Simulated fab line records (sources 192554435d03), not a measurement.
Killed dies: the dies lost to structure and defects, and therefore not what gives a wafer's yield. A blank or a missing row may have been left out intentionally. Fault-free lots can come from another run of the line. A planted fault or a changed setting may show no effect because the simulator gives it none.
fab line records + flow n5Finfet
record:
- lots: 10
- wafers: 30
- lastDay: 16
route steps=1938 shown BEOL_M0_SAQP@659 BEOL_M4@1111 PASSIVATION@1936
lots untouched by any fault: they come from a run of this same line in which no faults occurred
startH: hours from the record's first day to the start of the lot's first wafer shown + waitH: how many hours have passed since the lot's step before this one + " unchanged from the row above + L1.1+2: one row covering several wafers at once + - no value, or no start given + * or withheld: withheld + < > ~ a bound
route shown NAME@n: a module of which the file shows steps, and the number in the route of the first + usual: average and standard deviation across the fault-free wafers + same: alike in all rows + chamber/n: place in a boat + sites: the reading at each site + _std_site: the standard deviation of these + _edge_site: inner sites' mean taken away from outer sites' mean + radiusMm: for every site, how far away it sits from the centre of the wafer + mask NAME#n: copy n + behind: the most recent tool/chamber to have shaped the wafer + hold: why the lot was held/for how many hours/how that ended + device: which transistor (n, p or np) failed to switch + end of line: tests of these same wafers at the route's end + a step given without rows: its recipe and nothing more + killed: the dies lost at the first sort to structure and to defects; this is not the yield of the wafer + map: a wafer's dies, marking killed ones x, the rest . and places with no die _
set.NAME: the setting that was run; set.NAME@STEP: the one run at that earlier step + model.NAME: the simulator's own value behind a step, which no gauge read
one table for each step of the route and one row for each wafer, over a sample of lots
services: from which hour (startH, from the record's first day; less than 0 if before it) a tool's chamber was out of use, for how many hours, and why
== steps ==
step: N5_BEOL_M0_SAQP_STRIP_86
recipe:
- chemistry: N2/H2
- powerW: 500
- tempC: 40
- pressureMtorr: 50
- rfFrequencyHz: 6e+07
- overashFraction: 0.3
- biasPowerW: 28
- h2Frac: 0.5
- n2FlowSccm: 300
- h2FlowSccm: 300
usual:
- drypumpMotorCurrentA: 5.6/0.41
- h2FlowSccm: 300.1/0.9
- oesProductAu: 0.77/0.085
- rfVppV: 121.6/1.5
- showerheadPlenumPTorr: 3.32/0.11
- throttleValvePct: 18.8/0.34
| lot.wafer | tool       | chamber | startH | waitH | drypumpMotorCurrentA | h2FlowSccm | oesProductAu | rfHoursCounterH | rfVppV | showerheadPlenumPTorr | throttleValvePct |
|-----------|------------|---------|--------|-------|----------------------|------------|--------------|-----------------|--------|-----------------------|------------------|
| L669.1    | rieDiel-04 | 0       | 133.64 | 0.1   | 5.8                  | 300.1      | 0.70         | 228             | 121.9  | 3.32                  | 19.5             |
| L669.5    | "          | 2       | "      | "     | 6.2                  | 299.1      | 0.91         | -               | 121.4  | 3.41                  | 18.5             |
| L669.6    | "          | 3       | "      | "     | 5.2                  | 300.7      | 0.71         | -               | 122.5  | 3.21                  | 18.4             |
| L670.3    | rieDiel-01 | 2       | 138.55 | 0.1   | 5.2                  | 299.3      | 0.78         | 119             | 122.8  | 3.24                  | 18.8             |
| L670.5    | "          | 3       | "      | "     | 5.6                  | 300.0      | 0.77         | -               | 121.1  | 3.51                  | 19.0             |
| L670.6    | "          | 0       | "      | "     | 5.0                  | 299.9      | 0.68         | -               | 120.7  | 3.32                  | 19.1             |
| L671.3    | rieDiel-04 | 3       | 143.12 | 0.1   | 5.2                  | 298.9      | 0.70         | 195             | 121.4  | 3.20                  | 18.5             |
| L671.4    | "          | 0       | "      | "     | 5.8                  | 299.9      | 0.69         | -               | 121.4  | 3.32                  | 19.5             |
| L671.6    | "          | 2       | "      | "     | 6.2                  | 298.4      | 0.88         | -               | 124.6  | 3.41                  | 18.4             |
| L674.2    | rieDiel-01 | 3       | 158.45 | 0.5   | 5.6                  | 299.8      | 0.77         | 145             | 124.0  | 3.51                  | 19.1             |
| L674.5    | "          | 3       | "      | "     | 5.6                  | 299.8      | 0.76         | -               | 124.9  | 3.51                  | 19.1             |
| L674.6    | "          | 1       | "      | "     | 5.7                  | 300.4      | 0.85         | -               | 123.4  | 3.29                  | 18.7             |
| L675.1    | rieDiel-04 | 3       | 175.27 | 0.1   | 5.1                  | 299.4      | 0.71         | 204             | 118.9  | 3.20                  | 18.5             |
| L675.3    | "          | 1       | "      | "     | 5.7                  | 300.0      | 0.78         | 138             | 122.2  | 3.10                  | 18.5             |
| L675.5    | "          | 1       | "      | "     | 5.7                  | 299.5      | 0.77         | -               | 119.2  | 3.10                  | 18.5             |
| L678.1    | rieDiel-04 | 2       | 210.72 | 0.1   | 6.2                  | 298.5      | 0.87         | 56              | 120.3  | 3.40                  | 18.5             |
| L678.4    | "          | 0       | "      | "     | 5.8                  | 300.0      | 0.68         | 248             | 120.7  | 3.31                  | 19.5             |
| L678.5    | "          | 0       | "      | "     | 5.8                  | 299.1      | 0.69         | -               | 120.5  | 3.31                  | 19.5             |
| L679.2    | rieDiel-01 | 3       | 213.83 | 0.1   | 5.6                  | 299.0      | 0.75         | 161             | 123.1  | 3.50                  | 19.1             |
| L679.5    | "          | 3       | "      | "     | 5.6                  | 301.0      | 0.75         | -               | 123.8  | 3.50                  | 19.1             |
| L679.6    | "          | 2       | "      | "     | 5.2                  | 299.7      | 0.76         | -               | 121.2  | 3.22                  | 18.8             |
| L680.1    | rieDiel-03 | 2       | 214.25 | 0.1   | 5.0                  | 299.4      | 0.95         | 13              | 124.6  | 3.44                  | 18.4             |
| L680.4    | "          | 2       | "      | "     | 5.0                  | 300.4      | 0.94         | -               | 119.1  | 3.44                  | 18.4             |
| L680.6    | "          | 3       | "      | "     | 5.7                  | 300.5      | 0.67         | -               | 121.5  | 3.33                  | 19.3             |
| L682.2    | rieDiel-03 | 0       | 216.08 | 0.1   | 6.0                  | 300.1      | 0.67         | 248             | 122.8  | 3.29                  | 18.5             |
| L682.5    | "          | 2       | "      | "     | 5.0                  | 300.1      | 0.93         | -               | 121.5  | 3.44                  | 18.4             |
| L682.6    | "          | 3       | "      | "     | 5.7                  | 299.4      | 0.67         | -               | 125.1  | 3.33                  | 19.3             |
| L685.1    | rieDiel-01 | 3       | 228.54 | 0.1   | 5.6                  | 301.4      | 0.74         | 166             | 121.3  | 3.50                  | 19.1             |
| L685.4    | "          | 2       | "      | "     | 5.2                  | 300.2      | 0.76         | 147             | 120.1  | 3.22                  | 18.9             |
| L685.5    | "          | 0       | "      | "     | 5.0                  | 300.8      | 0.90         | -               | 121.0  | 3.31                  | 18.7             |
step: N5_BEOL_M0_SAQP_EXPOSE_37
recipe:
- maskId: M0_CUT1
- na: 0.33
- sourceShape: annular
- sigmaInner: 0.35
- sigmaOuter: 0.8
- polarization: unpolarized
- targetCdNm: 30
- doseMj: 44.75
usual:
- exposureDoseMJCm2: 44.72/0.048
| lot.wafer | tool          | chamber | startH | waitH | mask      | exposureDoseMJCm2 |
|-----------|---------------|---------|--------|-------|-----------|-------------------|
| L669.1    | euvScanner-01 | 0       | 136.79 | -     | M0_CUT1#0 | 44.74             |
| L669.5    | "             | 0       | "      | "     | M0_CUT1#0 | 44.64             |
| L669.6    | "             | 0       | "      | "     | M0_CUT1#0 | 44.68             |
| L670.3    | euvScanner-02 | 0       | 141.82 | -     | M0_CUT1#0 | 44.70             |
| L670.5    | "             | 0       | "      | "     | M0_CUT1#0 | 44.64             |
| L670.6    | "             | 0       | "      | "     | M0_CUT1#0 | 44.68             |
| L671.3    | euvScanner-02 | 0       | 146.35 | -     | M0_CUT1#0 | 44.67             |
| L671.4    | "             | 0       | "      | "     | M0_CUT1#0 | 44.66             |
| L671.6    | "             | 0       | "      | "     | M0_CUT1#0 | 44.65             |
| L674.2    | euvScanner-02 | 0       | 161.97 | -     | M0_CUT1#0 | 42.47             |
| L674.5    | "             | 0       | "      | "     | M0_CUT1#0 | 42.52             |
| L674.6    | "             | 0       | "      | "     | M0_CUT1#0 | 42.49             |
| L675.1    | euvScanner-02 | 0       | 178.49 | -     | M0_CUT1#0 | 42.98             |
| L675.3    | "             | 0       | "      | "     | M0_CUT1#0 | 42.92             |
| L675.5    | "             | 0       | "      | "     | M0_CUT1#0 | 42.99             |
| L678.1    | euvScanner-02 | 0       | 214.08 | -     | M0_CUT1#0 | 43.37             |
| L678.4    | "             | 0       | "      | "     | M0_CUT1#0 | 43.33             |
| L678.5    | "             | 0       | "      | "     | M0_CUT1#0 | 43.33             |
| L679.2    | euvScanner-01 | 0       | 218.60 | -     | M0_CUT1#0 | 44.79             |
| L679.5    | "             | 0       | "      | "     | M0_CUT1#0 | 44.75             |
| L679.6    | "             | 0       | "      | "     | M0_CUT1#0 | 44.75             |
| L680.1    | euvScanner-01 | 0       | 219.33 | -     | M0_CUT1#0 | 44.75             |
| L680.4    | "             | 0       | "      | "     | M0_CUT1#0 | 44.75             |
| L680.6    | "             | 0       | "      | "     | M0_CUT1#0 | 44.72             |
| L682.2    | euvScanner-01 | 0       | 219.83 | -     | M0_CUT1#0 | 44.77             |
| L682.5    | "             | 0       | "      | "     | M0_CUT1#0 | 44.67             |
| L682.6    | "             | 0       | "      | "     | M0_CUT1#0 | 44.76             |
| L685.1    | euvScanner-01 | 0       | 234.86 | -     | M0_CUT1#0 | 44.74             |
| L685.4    | "             | 0       | "      | "     | M0_CUT1#0 | 44.69             |
| L685.5    | "             | 0       | "      | "     | M0_CUT1#0 | 44.76             |
step: N5_BEOL_M0_SAQP_CD_MEAS_40
recipe:
- targetCdNm: 30
- landingEnergyEv: 500
- detector: seInlens
usual:
- cdNm: 29.97/0.25
| lot.wafer | tool     | chamber | startH | waitH | cdNm  |
|-----------|----------|---------|--------|-------|-------|
| L669.1    | cdSem-01 | 0       | 136.93 | -     | 30.15 |
| L669.5    | "        | 0       | "      | "     | 30.29 |
| L669.6    | "        | 0       | "      | "     | 29.94 |
| L670.3    | cdSem-02 | 0       | 141.94 | -     | 29.99 |
| L670.5    | "        | 0       | "      | "     | 30.09 |
| L670.6    | "        | 0       | "      | "     | 29.81 |
| L671.3    | cdSem-01 | 0       | 146.47 | -     | 30.04 |
| L671.4    | "        | 0       | "      | "     | 30.30 |
| L671.6    | "        | 0       | "      | "     | 30.04 |
| L674.2    | cdSem-01 | 0       | 162.10 | -     | 28.98 |
| L674.5    | "        | 0       | "      | "     | 28.59 |
| L674.6    | "        | 0       | "      | "     | 29.08 |
| L675.1    | cdSem-03 | 0       | 178.63 | -     | 29.45 |
| L675.3    | "        | 0       | "      | "     | 29.16 |
| L675.5    | "        | 0       | "      | "     | 29.31 |
| L678.1    | cdSem-03 | 0       | 214.21 | -     | 29.75 |
| L678.4    | "        | 0       | "      | "     | 29.23 |
| L678.5    | "        | 0       | "      | "     | 29.00 |
| L679.2    | cdSem-03 | 0       | 218.72 | -     | 29.21 |
| L679.5    | "        | 0       | "      | "     | 29.61 |
| L679.6    | "        | 0       | "      | "     | 30.08 |
| L680.1    | cdSem-02 | 0       | 219.47 | -     | 30.15 |
| L680.4    | "        | 0       | "      | "     | 30.11 |
| L680.6    | "        | 0       | "      | "     | 30.14 |
| L682.2    | cdSem-03 | 0       | 219.96 | -     | 29.93 |
| L682.5    | "        | 0       | "      | "     | 29.84 |
| L682.6    | "        | 0       | "      | "     | 30.06 |
| L685.1    | cdSem-01 | 0       | 235.00 | -     | 29.73 |
| L685.4    | "        | 0       | "      | "     | 29.66 |
| L685.5    | "        | 0       | "      | "     | 29.80 |
step: N5_BEOL_M0_SAQP_OVL_MEAS_41
recipe:
- pointsPerWafer: 522
usual:
- M0_CUT1_OVL: 0.6/0.66
same:
- pointsPerWafer: 522
| lot.wafer | tool       | chamber | startH | waitH | M0_CUT1_OVL[nm] |
|-----------|------------|---------|--------|-------|-----------------|
| L669.1    | overlay-02 | 0       | 136.96 | 0.0   | 0.9             |
| L669.5    | "          | 0       | "      | "     | 1.0             |
| L669.6    | "          | 0       | "      | "     | 0.6             |
| L670.3    | overlay-01 | 0       | 141.98 | 0.0   | -0.1            |
| L670.5    | "          | 0       | "      | "     | 0.0             |
| L670.6    | "          | 0       | "      | "     | -0.4            |
| L671.3    | overlay-02 | 0       | 146.51 | 0.0   | -0.2            |
| L671.4    | "          | 0       | "      | "     | 1.2             |
| L671.6    | "          | 0       | "      | "     | 0.1             |
| L674.2    | overlay-01 | 0       | 162.14 | 0.0   | 0.8             |
| L674.5    | "          | 0       | "      | "     | -0.2            |
| L674.6    | "          | 0       | "      | "     | 0.1             |
| L675.1    | overlay-02 | 0       | 178.66 | 0.0   | 0.3             |
| L675.3    | "          | 0       | "      | "     | -0.4            |
| L675.5    | "          | 0       | "      | "     | 0.2             |
| L678.1    | overlay-01 | 0       | 214.24 | 0.0   | 0.4             |
| L678.4    | "          | 0       | "      | "     | 1.0             |
| L678.5    | "          | 0       | "      | "     | 1.3             |
| L679.2    | overlay-02 | 0       | 218.76 | 0.0   | 0.2             |
| L679.5    | "          | 0       | "      | "     | 0.1             |
| L679.6    | "          | 0       | "      | "     | 0.4             |
| L680.1    | overlay-01 | 0       | 219.50 | 0.0   | 1.3             |
| L680.4    | "          | 0       | "      | "     | 1.8             |
| L680.6    | "          | 0       | "      | "     | 1.7             |
| L682.2    | overlay-01 | 0       | 220.00 | 0.0   | 0.5             |
| L682.5    | "          | 0       | "      | "     | 0.8             |
| L682.6    | "          | 0       | "      | "     | 1.4             |
| L685.1    | overlay-02 | 0       | 235.03 | 0.0   | 0.2             |
| L685.4    | "          | 0       | "      | "     | 0.7             |
| L685.5    | "          | 0       | "      | "     | 0.8             |
step: N5_BEOL_M0_SAQP_ALD_48
recipe:
- material: SiO2
- targetThkA: 200
- tempC: 100
- aldPrecursorFamily: BDEAS
- aldCoReactant: O2-plasma
- pulseTimeS: 1
- coReactantPulseTimeS: 1
- purgeTimeS: 2
- coReactantPurgeTimeS: 2
- aldCycles: 139
- pressureTorr: 2
usual:
- heaterPowerW: 71/11
- precursorPulseHeightRel: 1.002/0.02
| lot.wafer | tool      | chamber | startH | waitH | heaterPowerW | precursorPulseHeightRel |
|-----------|-----------|---------|--------|-------|--------------|-------------------------|
| L669.1    | aldSin-02 | 1       | 137.71 | 0.0   | 63           | 1.022                   |
| L669.5    | "         | 2       | "      | "     | 80           | 0.985                   |
| L669.6    | "         | 3       | "      | "     | 82           | 0.995                   |
| L670.3    | aldSin-04 | 0       | 142.41 | 0.0   | 89           | 0.980                   |
| L670.5    | "         | 2       | "      | "     | 81           | 0.995                   |
| L670.6    | "         | 3       | "      | "     | 63           | 1.035                   |
| L671.3    | aldSin-03 | 3       | 146.87 | 0.0   | 66           | 0.994                   |
| L671.4    | "         | 1       | "      | "     | 72           | 0.981                   |
| L671.6    | "         | 1       | "      | "     | 72           | 0.987                   |
| L674.2    | aldSin-04 | 3       | 164.13 | 1.7   | 63           | 0.985                   |
| L674.5    | "         | 0       | "      | "     | 88           | 1.022                   |
| L674.6    | "         | 1       | "      | "     | 70           | 1.004                   |
| L675.1    | aldSin-02 | 1       | 179.20 | 0.2   | 64           | 0.993                   |
| L675.3    | "         | 0       | "      | "     | 83           | 1.026                   |
| L675.5    | "         | 0       | "      | "     | 84           | 1.003                   |
| L678.1    | aldSin-02 | 2       | 215.11 | 0.4   | 78           | 1.012                   |
| L678.4    | "         | 0       | "      | "     | 82           | 1.008                   |
| L678.5    | "         | 1       | "      | "     | 62           | 1.000                   |
| L679.2    | aldSin-03 | 2       | 219.13 | 0.0   | 52           | 0.989                   |
| L679.5    | "         | 1       | "      | "     | 72           | 1.022                   |
| L679.6    | "         | 2       | "      | "     | 51           | 0.988                   |
| L680.1    | aldSin-03 | 0       | 220.23 | 0.0   | 78           | 0.990                   |
| L680.4    | "         | 3       | "      | "     | 69           | 0.983                   |
| L680.6    | "         | 2       | "      | "     | 51           | 1.010                   |
| L682.2    | aldSin-02 | 0       | 221.08 | 0.0   | 85           | 0.998                   |
| L682.5    | "         | 2       | "      | "     | 78           | 1.014                   |
| L682.6    | "         | 1       | "      | "     | 63           | 0.972                   |
| L685.1    | aldSin-03 | 0       | 235.96 | 0.0   | 78           | 1.020                   |
| L685.4    | "         | 2       | "      | "     | 51           | 1.033                   |
| L685.5    | "         | 1       | "      | "     | 72           | 1.024                   |
step: N5_BEOL_M4_RC_MEAS_101
usual:
- DIBL_N: 36.5/1.4
- DIBL_P: 36.6/1.9
- IOFF_N: 0.167/0.029
- IOFF_P: 0.21/0.033
- ION_N: 674/12
- ION_P: 460/8.9
- SS_N: 71.6/0.57
- SS_P: 73.4/0.61
- VT_N: 249/3.3
- VT_P: -250/3.3
| lot.wafer | tool      | chamber | startH | waitH | DIBL_N[mV/V] | DIBL_P[mV/V] | IOFF_N[nA/um] | IOFF_P[nA/um] | ION_N[uA/um] | ION_P[uA/um] | SS_N[mV/dec] | SS_P[mV/dec] | VT_N[mV] | VT_P[mV] |
|-----------|-----------|---------|--------|-------|--------------|--------------|---------------|---------------|--------------|--------------|--------------|--------------|----------|----------|
| L669.1    | prober-02 | 0       | 195.26 | 0.0   | 36.6         | 35.3         | 0.158         | 0.23          | 678          | 467          | 71.5         | 73.4         | 250      | -248     |
| L669.5    | "         | 0       | "      | "     | 35.1         | 33.9         | 0.135         | 0.21          | 662          | 462          | 70.4         | 73.0         | 252      | -248     |
| L669.6    | "         | 0       | "      | "     | 37.3         | 36.3         | 0.173         | 0.25          | 677          | 470          | 71.1         | 73.6         | 250      | -244     |
| L670.3    | prober-01 | 0       | 196.11 | 0.3   | 35.8         | 34.7         | 0.145         | 0.19          | 660          | 451          | 71.2         | 73.5         | 249      | -251     |
| L670.5    | "         | 0       | "      | "     | 35.5         | 34.8         | 0.150         | 0.20          | 681          | 465          | 71.0         | 73.2         | 250      | -249     |
| L670.6    | "         | 0       | "      | "     | 37.0         | 36.7         | 0.172         | 0.23          | 667          | 460          | 70.9         | 73.8         | 248      | -248     |
| L671.3    | prober-01 | 0       | 204.07 | 0.3   | 37.1         | 38.5         | 0.212         | 0.25          | 682          | 468          | 72.3         | 73.9         | 246      | -248     |
| L671.4    | "         | 0       | "      | "     | 35.5         | 35.8         | 0.180         | 0.21          | 694          | 470          | 72.4         | 72.8         | 246      | -249     |
| L671.6    | "         | 0       | "      | "     | 35.7         | 36.4         | 0.170         | 0.21          | 678          | 462          | 72.6         | 73.1         | 248      | -249     |
| L674.2    | prober-01 | 0       | 214.88 | 0.2   | 35.4         | 34.6         | 0.153         | 0.18          | 678          | 460          | 71.9         | 72.6         | 250      | -254     |
| L674.5    | "         | 0       | "      | "     | 37.5         | 37.5         | 0.210         | 0.21          | 689          | 465          | 71.5         | 73.6         | 245      | -251     |
| L674.6    | "         | 0       | "      | "     | 36.1         | 35.6         | 0.158         | 0.18          | 671          | 453          | 71.5         | 72.5         | 249      | -253     |
| L675.1    | prober-02 | 0       | 226.25 | 0.0   | 37.5         | 40.1         | 0.170         | 0.22          | 682          | 463          | 71.9         | 73.5         | 251      | -251     |
| L675.3    | "         | 0       | "      | "     | 35.7         | 38.1         | 0.151         | 0.20          | 666          | 461          | 72.4         | 73.6         | 250      | -252     |
| L675.5    | "         | 0       | "      | "     | 35.2         | 36.2         | 0.130         | 0.16          | 657          | 447          | 71.7         | 73.6         | 251      | -257     |
| L678.1    | prober-02 | 0       | 261.62 | 0.4   | 36.3         | 35.4         | 0.172         | 0.21          | 667          | 456          | 71.7         | 74.1         | 248      | -250     |
| L678.4    | "         | 0       | "      | "     | 36.7         | 35.9         | 0.179         | 0.22          | 674          | 460          | 71.3         | 74.2         | 249      | -250     |
| L678.5    | "         | 0       | "      | "     | 35.4         | 33.3         | 0.136         | 0.17          | 656          | 450          | 71.5         | 72.9         | 255      | -254     |
| L679.2    | prober-02 | 0       | 263.80 | 0.2   | 38.3         | 39.6         | 0.211         | 0.29          | 697          | 479          | 71.4         | 73.7         | 248      | -245     |
| L679.5    | "         | 0       | "      | "     | 39.2         | 40.3         | 0.215         | 0.29          | 685          | 469          | 72.0         | 74.0         | 246      | -244     |
| L679.6    | "         | 0       | "      | "     | 35.4         | 35.6         | 0.146         | 0.21          | 673          | 468          | 71.3         | 72.5         | 249      | -250     |
| L680.1    | prober-01 | 0       | 265.74 | 0.0   | 37.8         | 38.8         | 0.196         | 0.22          | 677          | 460          | 71.7         | 73.6         | 245      | -248     |
| L680.4    | "         | 0       | "      | "     | 36.9         | 37.7         | 0.180         | 0.21          | 685          | 464          | 71.3         | 73.5         | 247      | -250     |
| L680.6    | "         | 0       | "      | "     | 35.8         | 36.3         | 0.148         | 0.19          | 670          | 461          | 71.3         | 73.9         | 249      | -252     |
| L682.2    | prober-02 | 0       | 269.37 | 0.2   | 35.6         | 35.7         | 0.135         | 0.16          | 662          | 445          | 71.4         | 72.4         | 255      | -255     |
| L682.5    | "         | 0       | "      | "     | 36.2         | 36.2         | 0.152         | 0.17          | 664          | 446          | 70.7         | 73.0         | 249      | -255     |
| L682.6    | "         | 0       | "      | "     | 37.4         | 37.4         | 0.164         | 0.20          | 674          | 454          | 72.3         | 72.9         | 251      | -255     |
| L685.1    | prober-02 | 0       | 289.57 | 0.0   | 36.3         | 36.5         | 0.160         | 0.20          | 671          | 456          | 72.0         | 74.1         | 248      | -253     |
| L685.4    | "         | 0       | "      | "     | 35.6         | 36.2         | 0.138         | 0.20          | 660          | 451          | 71.5         | 73.5         | 254      | -255     |
| L685.5    | "         | 0       | "      | "     | 35.4         | 35.1         | 0.140         | 0.19          | 673          | 459          | 70.9         | 74.4         | 252      | -253     |
step: N5_PASSIVATION_PROBE_49
usual:
- defectLimitedYield: 91.2/1.6
- killed_at_M0_to_M3: 34/11
- killed_at_M4_up: 14/5.7
- killedAtContacts: 14/6.6
- killedAtFrontEnd: 37/10
- killedAtOther: 4/3.2
- killedDies: 104/19
- killedOpen: 69/13
- killedShort: 33/8.7
- sort_bin_5_function: 5.1/1
- sort_bin_6_memory: 3.3/0.76
- sort_bin_8_speed: 0.00/0.016
- sortNPass: 1076/19
- sortYieldPct: 91.2/1.6
same:
- grossDies: 1180
- killedAtBackSide: 0
- sort_bin_4_leakage[%]: 0
| lot.wafer | tool      | chamber | startH | waitH | defectLimitedYield[%] | killed_at_M0_to_M3 | killed_at_M4_up | killedAtContacts | killedAtFrontEnd | killedAtOther | killedDies | killedOpen | killedShort | sort_bin_5_function[%] | sort_bin_6_memory[%] | sort_bin_8_speed[%] | sortNPass | sortYieldPct[%] |
|-----------|-----------|---------|--------|-------|-----------------------|--------------------|-----------------|------------------|------------------|---------------|------------|------------|-------------|------------------------|----------------------|---------------------|-----------|-----------------|
| L671.3    | prober-01 | -       | 297.49 | 0.1   | 90.7                  | 27                 | 10              | 17               | 52               | 4             | 110        | 85         | 24          | 5.3                    | 3.9                  | 0                   | 1070      | 90.7            |
| L671.4    | prober-01 | -       | 297.54 | 0.2   | 92.0                  | 28                 | 10              | 14               | 38               | 4             | 94         | 62         | 32          | 5.3                    | 2.5                  | 0                   | 1086      | 92.0            |
| L671.6    | prober-01 | -       | 297.64 | 0.3   | 92.4                  | 25                 | 8               | 14               | 38               | 5             | 90         | 63         | 27          | 4.5                    | 2.8                  | 0                   | 1090      | 92.4            |
killed by level:class
L671.3 STI_FIN_REVEAL:geometricParticle:open=27 MOL_CONTACT_COAG:geometricParticle:open=15 BEOL_M3:geometricParticle:open=11 BEOL_M1:geometricParticle:open=8 STI_FIN_REVEAL:geometricParticle:short=6 GATE_CUT:geometricParticle:short=6 BEOL_M4:geometricParticle:open=6 GATE_CUT:geometricParticle:open=4
L671.4 BEOL_M1:geometricParticle:short=12 MOL_CONTACT_COAG:geometricParticle:open=10 STI_FIN_REVEAL:geometricParticle:open=9 DUMMY_GATE:geometricParticle:open=7 BEOL_M1:geometricParticle:open=5 BEOL_M3:geometricParticle:open=5 FIN_SAQP:geometricParticle:short=4 FIN_SAQP:geometricParticle:open=4
L671.6 STI_FIN_REVEAL:geometricParticle:open=14 MOL_CONTACT_COAG:geometricParticle:open=13 FIN_SAQP:geometricParticle:open=7 FIN_SAQP:geometricParticle:short=5 BEOL_M0_SAQP:geometricParticle:open=5 BEOL_M3:geometricParticle:short=4 BEOL_M3:geometricParticle:open=4 BEOL_M0_SAQP:geometricParticle:short=3
== services ==
| tool          | chamber | startH | hours | kind                        |
|---------------|---------|--------|-------|-----------------------------|
| aldSin-04     | 1       | 126.36 | 4.3   | repair                      |
| euvScanner-02 | -       | 127.40 | 1.0   | pm                          |
| rieDiel-04    | 1       | 136.39 | 8.7   | repair                      |
| euvScanner-01 | 0       | 140.74 | -     | calibration                 |
| rieDiel-01    | 0       | 144.02 | -     | clean                       |
| rieDiel-01    | 0       | 144.02 | -     | consumableReplace:focusRing |
| rieDiel-01    | 0       | 144.02 | 16.1  | scheduledDown               |
| rieDiel-01    | 0       | 144.02 | 16.1  | ventCycle                   |
| euvScanner-01 | -       | 161.08 | 1.0   | pm                          |
| euvScanner-02 | 0       | 163.92 | -     | calibration                 |
| euvScanner-01 | -       | 169.90 | 0.5   | repair                      |
| euvScanner-01 | -       | 176.57 | 0.7   | repair                      |
| euvScanner-02 | -       | 183.55 | 1.0   | pm                          |
| rieDiel-01    | 1       | 186.61 | 6.5   | repair                      |
| aldSin-03     | 3       | 187.19 | 13.1  | repair                      |
| euvScanner-02 | -       | 196.39 | 4.6   | pm                          |
| rieDiel-04    | 3       | 198.65 | 1.7   | repair                      |
| aldSin-04     | -       | 206.12 | 6.1   | pm                          |
| euvScanner-01 | -       | 206.15 | 12.0  | pm                          |
| euvScanner-02 | -       | 215.42 | 23.4  | repair                      |
| rieDiel-01    | 1       | 218.33 | 2.2   | repair                      |
| euvScanner-01 | -       | 231.27 | 1.0   | pm                          |
| rieDiel-04    | 0       | 235.68 | -     | clean                       |
| rieDiel-04    | 0       | 235.68 | -     | consumableReplace:focusRing |
== key ==
firstSign:
- step: N5_BEOL_M0_SAQP_EXPOSE_37
- reading: exposureDoseMJCm2
- direction: down
- sigmas: 37
- usual: 44.72
- struck: 42.93
effect:
- step: N5_BEOL_M0_SAQP_CD_MEAS_40
- reading: cdNm
- direction: down
- sigmas: 3.2
- usual: 29.97
- struck: 29.17
- through: controlLoop
metAt N5_BEOL_M0_SAQP_EXPOSE_37
struckLots L674,L675,L678
rowsEnd L674.2,L674.5,L674.6,L675.1,L675.3,L675.5,L678.1,L678.4,L678.5
loopTrim:
- step: N5_BEOL_M0_SAQP_EXPOSE_37
- setting: dose
- lots: L675,L678
notActingAt N5_BEOL_M0_SAQP_STRIP_86,N5_BEOL_M0_SAQP_OVL_MEAS_41,N5_BEOL_M0_SAQP_ALD_48
onsetBetween 146.35 161.97
fault:
- kind: processParameterDrift
- tool: euvScanner-02
- chamber: -
- onsetH: 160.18
- steps: N5_BEOL_M0_SAQP_EXPOSE_37
- channel: doseMj
- offset: -2.1702
- shape: step
- actsIn: theseRecipesOnly
- stated: 44.75
rowsEnd: these wafers met a further fault down the route, and their rows from its step on are left out
loopTrim: a control loop set the setting to another value than it would have without faults
